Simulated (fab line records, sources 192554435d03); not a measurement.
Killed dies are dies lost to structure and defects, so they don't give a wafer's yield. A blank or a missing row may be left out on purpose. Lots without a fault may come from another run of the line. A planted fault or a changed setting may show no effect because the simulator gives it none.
Split-lot experiment | flow n5_finfet | 7 lots, 39 wafers read, on a route of 1938 steps

THE SPLIT
At N5_BEOL_M9_ILD_DEP_00 (deposits SiCOH lowk from DEMS/porogen, target thk 308.51 nm, time 58 s), the setting time_s was moved away from the recipe's 58 s on 9 of the 39 wafers read, by +31.4% to +50.2%. The other wafers ran this setting at the recipe's value.

FROM THE SPLIT TO THE READING: what the file shows between them, 1 step
- N5_BEOL_M9_CURE_71: cures SiCOH lowk, time 240 s

THE READING
M9_ILD_THK, in nm, at N5_BEOL_M9_THK_MEAS_01. Fault-free wafers of this fab line usually give 268 nm, standard deviation 3.1 nm.

wafer  | tool, chamber at the split | time_s as run, s | against the recipe | M9_ILD_THK, nm | against lot-mates on the recipe
L077.1 | pecvd-01, 2                | 58               | recipe             | 265            | -
L077.2 | pecvd-01, 0                | 58               | recipe             | 266            | -
L077.3 | pecvd-01, 1                | 58               | recipe             | 269            | -
L077.4 | pecvd-01, 2                | 84.54            | +45.8%             | 400            | +133
L077.5 | pecvd-01, 0                | 84.54            | +45.8%             | 395            | +128
L077.6 | pecvd-01, 1                | 84.54            | +45.8%             | 398            | +131
L082.1 | pecvd-01, 0                | 58               | recipe             | 267            | -
L082.2 | pecvd-01, 1                | 58               | recipe             | 264            | -
L082.3 | pecvd-01, 2                | 58               | recipe             | 267            | -
L082.4 | pecvd-01, 0                | 58               | recipe             | 269            | -
L082.5 | pecvd-01, 1                | 58               | recipe             | 269            | -
L082.6 | pecvd-01, 2                | 58               | recipe             | 272            | -
L085.1 | pecvd-01, 0                | 58               | recipe             | 267            | -
L085.2 | pecvd-01, 2                | 58               | recipe             | 264            | -
L085.3 | pecvd-01, 1                | 58               | recipe             | 266            | -
L085.4 | pecvd-01, 0                | 58               | recipe             | 270            | -
L085.5 | pecvd-01, 1                | 58               | recipe             | 272            | -
L085.6 | pecvd-01, 2                | 58               | recipe             | 273            | -
L087.1 | pecvd-02, 1                | 58               | recipe             | 269            | -
L087.2 | pecvd-02, 0                | 76.2             | +31.4%             | 355            | +86
L087.3 | pecvd-02, 2                | 58               | recipe             | 268            | -
L087.4 | pecvd-02, 0                | 76.2             | +31.4%             | 361            | +92
L087.5 | pecvd-02, 2                | 58               | recipe             | 271            | -
L087.6 | pecvd-02, 1                | 76.2             | +31.4%             | 357            | +88
L088.1 | pecvd-02, 0                | 87.11            | +50.2%             | 402            | +134
L088.2 | pecvd-02, 1                | 87.11            | +50.2%             | 401            | +133
L088.3 | pecvd-02, 2                | 58               | recipe             | 264            | -
L088.4 | pecvd-02, 1                | 58               | recipe             | 268            | -
L088.5 | pecvd-02, 2                | 87.11            | +50.2%             | 409            | +141
L088.6 | pecvd-02, 0                | 58               | recipe             | 271            | -
L092.1 | pecvd-02, 2                | 58               | recipe             | 265            | -
L092.2 | pecvd-02, 0                | 58               | recipe             | 267            | -
L092.5 | pecvd-02, 1                | 58               | recipe             | 271            | -
L094.1 | pecvd-04, 2                | 58               | recipe             | 263            | -
L094.2 | pecvd-04, 1                | 58               | recipe             | 267            | -
L094.3 | pecvd-04, 0                | 58               | recipe             | 264            | -
L094.4 | pecvd-04, 0                | 58               | recipe             | 271            | -
L094.5 | pecvd-04, 2                | 58               | recipe             | 270            | -
L094.6 | pecvd-04, 1                | 58               | recipe             | 269            | -

THE FIT
A straight line over all 39 wafers: M9_ILD_THK changes by +2.78 nm for each +1% of time_s; r = +1.00; the points scatter about the line by 3.2 nm.
The same after taking each lot's own level away (the mean of its wafers on the recipe; 39 wafers): +2.79 nm for each +1%; r = +1.00; scatter 3.1 nm.
On that fit, the largest move of time_s shifts the reading by 1.4e+02 nm.
The lots' own levels span 266.7 to 269.3 nm, that is 0.9 times the standard deviation above.
So the lot-to-lot level changes the slope little: the two slopes agree.
Check: with one of the wafers moved furthest among these (+50.2%) left out of the fit, the line predicts +141 nm for it against its lot-mates. It came out at +134 nm against them.

OTHER SPLITS ON THESE WAFERS
These wafers also went through other splits before the reading. Each is held against what the fit with the lots' levels taken away leaves over:
other split on the same wafers            | wafers away from the commonest value | r with M9_ILD_THK (lot level and that fit taken away)
N5_HKMG_FIN_ALD_72 ald_cycles             | 15                                   | +0.17
N5_BEOL_M0_SAQP_DEVELOP_13 develop_time_s | 15                                   | +0.17
N5_BEOL_M4_ILD_DEP_00 time_s              | 15                                   | +0.04
N5_BEOL_M6_ETCH_66 target_depth_a         | 15                                   | +0.12

THE WHOLE CHAIN: every reading that the file lists as answering this split, in the file's order
step                   | what it does                                                           | reading                                                                                  | change (the file's fit)              | r (the file's)
N5_BEOL_M9_ILD_DEP_00  | deposits SiCOH lowk from DEMS/porogen, target thk 308.51 nm, time 58 s | SiCOH_lowk_of_BEOL_M9_ILD_DEP_00.thk_nm (the simulator's own value, which no gauge read) | +3.13 nm for each +1% of the setting | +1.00
N5_BEOL_M9_CURE_71     | cures SiCOH lowk, time 240 s                                           | SiCOH_lowk_of_BEOL_M9_ILD_DEP_00.thk_nm (the simulator's own value, which no gauge read) | +2.79 nm for each +1% of the setting | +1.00
N5_BEOL_M9_THK_MEAS_01 |                                                                        | M9_ILD_THK                                                                               | +2.78 for each +1% of the setting    | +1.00

THE FILE'S OWN FIT
M9_ILD_THK changes by +2.78 nm for each +1% of time_s, r = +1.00.
